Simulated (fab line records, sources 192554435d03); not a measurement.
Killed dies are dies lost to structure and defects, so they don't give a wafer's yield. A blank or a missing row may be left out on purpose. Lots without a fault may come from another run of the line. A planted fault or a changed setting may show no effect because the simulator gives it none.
Which tool did it? | flow n5_finfet | 24 lots, 72 wafers sampled, at 6 steps of a route of 1938

WHAT THE GAUGES READ, wafer by wafer
The record holds no reading of a measuring or inspecting step that can be judged against a usual standard deviation.

WHICH TOOL RAN EACH LOT (tool, then ch and the chambers of the sampled wafers, then the start)
lot  | N5_BEOL_M1_PRE_CLEAN_45      | N5_BEOL_M1_SPUTTER_48        | N5_BEOL_M1_ANNEAL_80         | N5_BEOL_M1_SPUTTER_90        | N5_BEOL_M1_SPUTTER_94        | N5_BEOL_M2_STRIP_19
L074 | pvd_sputter-01, day 6 07:50  | pvd_sputter-02, day 6 10:14  | pvd_sputter-02, day 6 10:32  | pvd_sputter-02, day 6 11:20  | pvd_sputter-02, day 6 11:47  | rie_diel-04 ch 0,1,3, day 6 16:11
L075 | pvd_sputter-02, day 6 15:07  | pvd_sputter-01, day 6 15:51  | pvd_sputter-01, day 6 16:09  | pvd_sputter-01, day 6 19:00  | pvd_sputter-01, day 6 19:29  | rie_diel-06 ch 1,2,3, day 6 23:35
L076 | pvd_sputter-02, day 6 19:01  | pvd_sputter-01, day 6 19:48  | pvd_sputter-01, day 6 20:08  | pvd_sputter-01, day 6 21:00  | pvd_sputter-01, day 6 21:28  | rie_diel-06 ch 0,2,3, day 7 00:36
L078 | pvd_sputter-02, day 7 08:27  | pvd_sputter-03, day 7 09:10  | pvd_sputter-03, day 7 09:28  | pvd_sputter-03, day 7 10:16  | pvd_sputter-03, day 7 10:42  | rie_diel-01 ch 0,1,3, day 7 14:02
L077 | pvd_sputter-01, day 7 08:50  | pvd_sputter-02, day 7 09:34  | pvd_sputter-02, day 7 09:52  | pvd_sputter-02, day 7 10:40  | pvd_sputter-02, day 7 11:07  | rie_diel-01 ch 0,1,2, day 7 14:28
L079 | pvd_sputter-03, day 7 20:18  | pvd_sputter-03, day 7 20:54  | pvd_sputter-03, day 7 21:12  | pvd_sputter-03, day 7 22:00  | pvd_sputter-03, day 7 22:26  | rie_diel-01 ch 1,2,3, day 8 01:31
L080 | pvd_sputter-02, day 7 20:20  | pvd_sputter-01, day 7 21:38  | pvd_sputter-01, day 7 21:58  | pvd_sputter-01, day 7 22:50  | pvd_sputter-01, day 7 23:19  | rie_diel-01 ch 1,2, day 8 03:26
L081 | pvd_sputter-03, day 7 23:19  | pvd_sputter-01, day 7 23:58  | pvd_sputter-01, day 8 00:17  | pvd_sputter-01, day 8 01:09  | pvd_sputter-01, day 8 01:38  | rie_diel-04 ch 0,1,3, day 8 04:47
L082 | pvd_sputter-03, day 8 11:49  | pvd_sputter-03, day 8 12:35  | pvd_sputter-03, day 8 12:53  | pvd_sputter-03, day 8 13:41  | pvd_sputter-03, day 8 14:07  | rie_diel-06 ch 0,1,2, day 8 16:44
L083 | pvd_sputter-03, day 8 15:02  | pvd_sputter-01, day 8 15:53  | pvd_sputter-01, day 8 16:11  | pvd_sputter-01, day 8 16:59  | pvd_sputter-01, day 8 17:26  | rie_diel-01 ch 1,2,3, day 8 20:23
L084 | pvd_sputter-02, day 8 18:59  | pvd_sputter-01, day 8 21:34  | pvd_sputter-01, day 8 21:52  | pvd_sputter-01, day 8 22:40  | pvd_sputter-01, day 8 23:07  | rie_diel-01 ch 0,2, day 9 03:11
L085 | pvd_sputter-03, day 9 08:43  | pvd_sputter-03, day 9 09:17  | pvd_sputter-03, day 9 09:35  | pvd_sputter-03, day 9 10:23  | pvd_sputter-03, day 9 10:50  | rie_diel-01 ch 1,3, day 9 15:45
L086 | pvd_sputter-03, day 9 11:59  | pvd_sputter-02, day 9 12:34  | pvd_sputter-02, day 9 12:52  | pvd_sputter-02, day 9 13:40  | pvd_sputter-02, day 9 14:07  | rie_diel-04 ch 1,2,3, day 9 16:31
L087 | pvd_sputter-03, day 9 15:17  | pvd_sputter-03, day 9 15:49  | pvd_sputter-03, day 9 16:07  | pvd_sputter-03, day 9 16:55  | pvd_sputter-03, day 9 17:21  | rie_diel-04 ch 1,2, day 9 22:05
L088 | pvd_sputter-02, day 9 17:37  | pvd_sputter-03, day 9 18:08  | pvd_sputter-03, day 9 18:26  | pvd_sputter-03, day 9 19:14  | pvd_sputter-03, day 9 19:41  | rie_diel-06 ch 0,1,3, day 9 22:43
L089 | pvd_sputter-02, day 10 03:37 | pvd_sputter-03, day 10 04:13 | pvd_sputter-03, day 10 04:31 | pvd_sputter-03, day 10 05:19 | pvd_sputter-03, day 10 05:46 | rie_diel-06 ch 0,2, day 10 11:13
L091 | pvd_sputter-02, day 10 10:29 | pvd_sputter-02, day 10 11:10 | pvd_sputter-02, day 10 11:28 | pvd_sputter-02, day 10 12:16 | pvd_sputter-02, day 10 12:43 | rie_diel-01 ch 1,2, day 10 15:10
L090 | pvd_sputter-02, day 10 13:34 | pvd_sputter-02, day 10 14:22 | pvd_sputter-02, day 10 14:40 | pvd_sputter-02, day 10 15:28 | pvd_sputter-02, day 10 15:55 | rie_diel-04 ch 0,2,3, day 10 18:38
L092 | pvd_sputter-01, day 11 00:59 | pvd_sputter-03, day 11 02:05 | pvd_sputter-03, day 11 02:23 | pvd_sputter-03, day 11 03:11 | pvd_sputter-03, day 11 03:38 | rie_diel-01 ch 1,2,3, day 11 08:38
L093 | pvd_sputter-02, day 11 04:06 | pvd_sputter-01, day 11 05:15 | pvd_sputter-01, day 11 05:33 | pvd_sputter-01, day 11 06:21 | pvd_sputter-01, day 11 06:47 | rie_diel-04 ch 1,2,3, day 11 09:34
L094 | pvd_sputter-03, day 11 08:50 | pvd_sputter-02, day 11 09:28 | pvd_sputter-02, day 11 09:46 | pvd_sputter-02, day 11 10:34 | pvd_sputter-02, day 11 11:01 | rie_diel-06 ch 0,2,3, day 11 13:40
L095 | pvd_sputter-03, day 11 17:14 | pvd_sputter-03, day 11 18:08 | pvd_sputter-03, day 11 18:26 | pvd_sputter-03, day 11 19:14 | pvd_sputter-03, day 11 19:40 | rie_diel-01 ch 0,2,3, day 11 22:22
L096 | pvd_sputter-03, day 11 20:35 | pvd_sputter-01, day 11 21:55 | pvd_sputter-01, day 11 22:13 | pvd_sputter-01, day 11 23:01 | pvd_sputter-01, day 11 23:27 | rie_diel-06 ch 0,2, day 12 03:44
L097 | pvd_sputter-01, day 12 00:23 | pvd_sputter-01, day 12 01:13 | pvd_sputter-01, day 12 01:31 | pvd_sputter-01, day 12 02:19 | pvd_sputter-01, day 12 02:45 | rie_diel-06 ch 0,2, day 12 07:14
- N5_BEOL_M1_PRE_CLEAN_45: time 30 s.
- N5_BEOL_M1_SPUTTER_48: material Cu, target thk 4.5 nm, time 8.29 s.
- N5_BEOL_M1_ANNEAL_80: time 240 s.
- N5_BEOL_M1_SPUTTER_90: material Cu, target thk 4.5 nm, time 8.29 s.
- N5_BEOL_M1_SPUTTER_94: material Cu, target thk 4.5 nm, time 8.29 s.
- N5_BEOL_M2_STRIP_19: strips in O2.

WHAT THE TOOLS THEMSELVES READ (means of the sampled wafers that have a number; where no wafer has one, the mark that the record gives instead)
N5_BEOL_M1_PRE_CLEAN_45.
lot  | tool           | heater_power_w (W)
L074 | pvd_sputter-01 | 349
L075 | pvd_sputter-02 | 340
L076 | pvd_sputter-02 | 355
L078 | pvd_sputter-02 | 349
L077 | pvd_sputter-01 | 333
L079 | pvd_sputter-03 | 378
L080 | pvd_sputter-02 | 358
L081 | pvd_sputter-03 | 338
L082 | pvd_sputter-03 | 318
L083 | pvd_sputter-03 | 307
L084 | pvd_sputter-02 | 344
L085 | pvd_sputter-03 | 389
L086 | pvd_sputter-03 | 369
L087 | pvd_sputter-03 | 327
L088 | pvd_sputter-02 | 336
L089 | pvd_sputter-02 | 356
L091 | pvd_sputter-02 | 371
L090 | pvd_sputter-02 | 373
L092 | pvd_sputter-01 | 346
L093 | pvd_sputter-02 | 362
L094 | pvd_sputter-03 | 299
L095 | pvd_sputter-03 | 424
L096 | pvd_sputter-03 | 379
L097 | pvd_sputter-01 | 332

N5_BEOL_M1_SPUTTER_48.
lot  | tool           | substrate_temp_c (C) | throttle_valve_pct (%)
L074 | pvd_sputter-02 | -20.00               | 30.5
L075 | pvd_sputter-01 | -20.07               | 30.2
L076 | pvd_sputter-01 | -19.99               | 29.9
L078 | pvd_sputter-03 | -20.05               | 29.5
L077 | pvd_sputter-02 | -20.03               | 29.8
L079 | pvd_sputter-03 | -20.04               | 29.8
L080 | pvd_sputter-01 | -20.02               | 30.0
L081 | pvd_sputter-01 | -19.94               | 30.5
L082 | pvd_sputter-03 | -20.03               | 29.6
L083 | pvd_sputter-01 | -19.95               | 30.4
L084 | pvd_sputter-01 | -20.06               | 30.1
L085 | pvd_sputter-03 | -20.00               | 29.1
L086 | pvd_sputter-02 | -19.96               | 30.2
L087 | pvd_sputter-03 | -19.85               | 29.9
L088 | pvd_sputter-03 | -19.88               | 29.9
L089 | pvd_sputter-03 | -20.06               | 29.4
L091 | pvd_sputter-02 | -20.06               | 30.9
L090 | pvd_sputter-02 | -20.02               | 30.8
L092 | pvd_sputter-03 | -19.95               | 29.0
L093 | pvd_sputter-01 | -20.00               | 30.0
L094 | pvd_sputter-02 | -19.94               | 28.7
L095 | pvd_sputter-03 | -19.96               | 29.4
L096 | pvd_sputter-01 | -19.84               | 30.2
L097 | pvd_sputter-01 | -20.06               | 30.3

N5_BEOL_M1_ANNEAL_80.
lot  | tool           | heater_power_w (W)
L074 | pvd_sputter-02 | 851
L075 | pvd_sputter-01 | 803
L076 | pvd_sputter-01 | 849
L078 | pvd_sputter-03 | 795
L077 | pvd_sputter-02 | 838
L079 | pvd_sputter-03 | 931
L080 | pvd_sputter-01 | 801
L081 | pvd_sputter-01 | 862
L082 | pvd_sputter-03 | 1011
L083 | pvd_sputter-01 | 899
L084 | pvd_sputter-01 | 756
L085 | pvd_sputter-03 | 844
L086 | pvd_sputter-02 | 849
L087 | pvd_sputter-03 | 880
L088 | pvd_sputter-03 | 892
L089 | pvd_sputter-03 | 806
L091 | pvd_sputter-02 | 923
L090 | pvd_sputter-02 | 916
L092 | pvd_sputter-03 | 915
L093 | pvd_sputter-01 | 810
L094 | pvd_sputter-02 | 801
L095 | pvd_sputter-03 | 847
L096 | pvd_sputter-01 | 840
L097 | pvd_sputter-01 | 892

N5_BEOL_M1_SPUTTER_90.
lot  | tool           | substrate_temp_c (C) | throttle_valve_pct (%)
L074 | pvd_sputter-02 | -20.00               | 30.4
L075 | pvd_sputter-01 | -19.99               | 30.1
L076 | pvd_sputter-01 | -19.90               | 29.9
L078 | pvd_sputter-03 | -20.00               | 29.3
L077 | pvd_sputter-02 | -19.89               | 29.8
L079 | pvd_sputter-03 | -20.00               | 29.7
L080 | pvd_sputter-01 | -20.01               | 30.0
L081 | pvd_sputter-01 | -19.98               | 30.5
L082 | pvd_sputter-03 | -19.92               | 29.2
L083 | pvd_sputter-01 | -19.90               | 30.3
L084 | pvd_sputter-01 | -20.08               | 30.1
L085 | pvd_sputter-03 | -19.91               | 29.0
L086 | pvd_sputter-02 | -20.12               | 30.4
L087 | pvd_sputter-03 | -19.95               | 29.9
L088 | pvd_sputter-03 | -19.97               | 29.9
L089 | pvd_sputter-03 | -19.95               | 29.3
L091 | pvd_sputter-02 | -19.99               | 30.9
L090 | pvd_sputter-02 | -19.98               | 30.7
L092 | pvd_sputter-03 | -20.11               | 28.9
L093 | pvd_sputter-01 | -20.05               | 30.2
L094 | pvd_sputter-02 | -20.08               | 28.8
L095 | pvd_sputter-03 | -20.04               | 29.2
L096 | pvd_sputter-01 | -20.08               | 30.2
L097 | pvd_sputter-01 | -20.01               | 30.3

N5_BEOL_M1_SPUTTER_94.
lot  | tool           | substrate_temp_c (C) | throttle_valve_pct (%)
L074 | pvd_sputter-02 | -19.96               | 30.4
L075 | pvd_sputter-01 | -20.01               | 30.1
L076 | pvd_sputter-01 | -20.09               | 30.0
L078 | pvd_sputter-03 | -19.94               | 29.5
L077 | pvd_sputter-02 | -19.97               | 29.8
L079 | pvd_sputter-03 | -19.95               | 29.8
L080 | pvd_sputter-01 | -19.96               | 30.1
L081 | pvd_sputter-01 | -20.01               | 30.5
L082 | pvd_sputter-03 | -20.02               | 29.3
L083 | pvd_sputter-01 | -19.94               | 30.5
L084 | pvd_sputter-01 | -20.03               | 30.0
L085 | pvd_sputter-03 | -19.93               | 29.4
L086 | pvd_sputter-02 | -19.98               | 30.4
L087 | pvd_sputter-03 | -20.03               | 29.9
L088 | pvd_sputter-03 | -19.93               | 29.9
L089 | pvd_sputter-03 | -20.02               | 29.5
L091 | pvd_sputter-02 | -19.92               | 30.9
L090 | pvd_sputter-02 | -19.92               | 30.8
L092 | pvd_sputter-03 | -19.87               | 28.9
L093 | pvd_sputter-01 | -19.99               | 29.9
L094 | pvd_sputter-02 | -19.90               | 29.0
L095 | pvd_sputter-03 | -19.87               | 29.4
L096 | pvd_sputter-01 | -19.90               | 30.2
L097 | pvd_sputter-01 | -20.03               | 30.4

N5_BEOL_M2_STRIP_19.
lot  | tool        | drypump_motor_current_A (A) | oes_product_au (a.u.) | rf_vpp_V (V) | showerhead_plenum_p_Torr (Torr) | temp_c (C) | throttle_valve_pct (%)
L074 | rie_diel-04 | 5.6                         | 0.72                  | 3.5          | 2.05                            | 39.96      | 16.72
L075 | rie_diel-06 | 5.8                         | 0.72                  | 3.9          | 2.10                            | 40.01      | 16.80
L076 | rie_diel-06 | 5.9                         | 0.74                  | 3.1          | 2.15                            | 39.93      | 16.83
L078 | rie_diel-01 | 5.3                         | 0.95                  | 3.3          | 2.12                            | 39.92      | 16.54
L077 | rie_diel-01 | 5.2                         | 0.89                  | 3.9          | 2.10                            | 39.96      | 16.53
L079 | rie_diel-01 | 5.4                         | 0.85                  | 3.5          | 2.10                            | 39.95      | 16.47
L080 | rie_diel-01 | 5.1                         | 0.85                  | 3.9          | 2.06                            | 40.06      | 16.38
L081 | rie_diel-04 | 5.6                         | 0.72                  | 3.3          | 2.04                            | 39.97      | 16.75
L082 | rie_diel-06 | 5.4                         | 0.80                  | 3.6          | 2.10                            | 40.03      | 16.66
L083 | rie_diel-01 | 5.4                         | 0.84                  | 4.1          | 2.09                            | 40.02      | 16.47
L084 | rie_diel-01 | 5.5                         | 0.79                  | 3.7          | 2.10                            | 40.13      | 16.64
L085 | rie_diel-01 | 5.5                         | 0.89                  | 4.1          | 2.11                            | 40.03      | 16.49
L086 | rie_diel-04 | 5.9                         | 0.78                  | 3.8          | 2.10                            | 40.09      | 16.58
L087 | rie_diel-04 | 5.9                         | 0.76                  | 3.7          | 2.12                            | 39.99      | 16.63
L088 | rie_diel-06 | 5.9                         | 0.72                  | 3.9          | 2.14                            | 40.13      | 16.81
L089 | rie_diel-06 | 5.4                         | 0.85                  | 3.8          | 2.09                            | 39.98      | 16.61
L091 | rie_diel-01 | 5.3                         | 0.77                  | 3.9          | 2.07                            | 39.90      | 16.49
L090 | rie_diel-04 | 5.9                         | 0.86                  | 3.8          | 2.09                            | 40.03      | 16.59
L092 | rie_diel-01 | 5.4                         | 0.80                  | 4.1          | 2.09                            | 40.11      | 16.51
L093 | rie_diel-04 | 5.9                         | 0.76                  | 3.5          | 2.09                            | 39.97      | 16.60
L094 | rie_diel-06 | 5.9                         | 0.78                  | 3.5          | 2.13                            | 39.91      | 16.73
L095 | rie_diel-01 | 5.5                         | 0.82                  | 4.1          | 2.11                            | 40.01      | 16.69
L096 | rie_diel-06 | 5.4                         | 0.83                  | 3.6          | 2.09                            | 39.98      | 16.63
L097 | rie_diel-06 | 5.4                         | 0.78                  | 3.7          | 2.13                            | 39.90      | 16.76

THE ANSWER, worked out from the rows above alone
Rule: what is usual is taken from the lots themselves. Put in order of their means at a reading, lots are off if they are a third of the lots or fewer, leave a main group of 4 or more, and stand apart from it by a gap of 3 or more times the standard deviation of the main group's means; of several such gaps the widest counts. A main group whose means are all the same, to the digits that the tables above print for the reading, isn't used. A lot without any number at a reading at which 4 lots or more have one is off too. The other lots that the step has rows for count as sound. The gauges are gone through in route order, then the tools' own readings, and for those a lot's mean is taken as printed above. The first step at which some lot is off is used, and at that step the reading that is off furthest; a lot without a number counts as furthest.
No lot is off at any reading shown: from this, nothing can be told.

WHAT THE SIMULATOR HAD PUT IN
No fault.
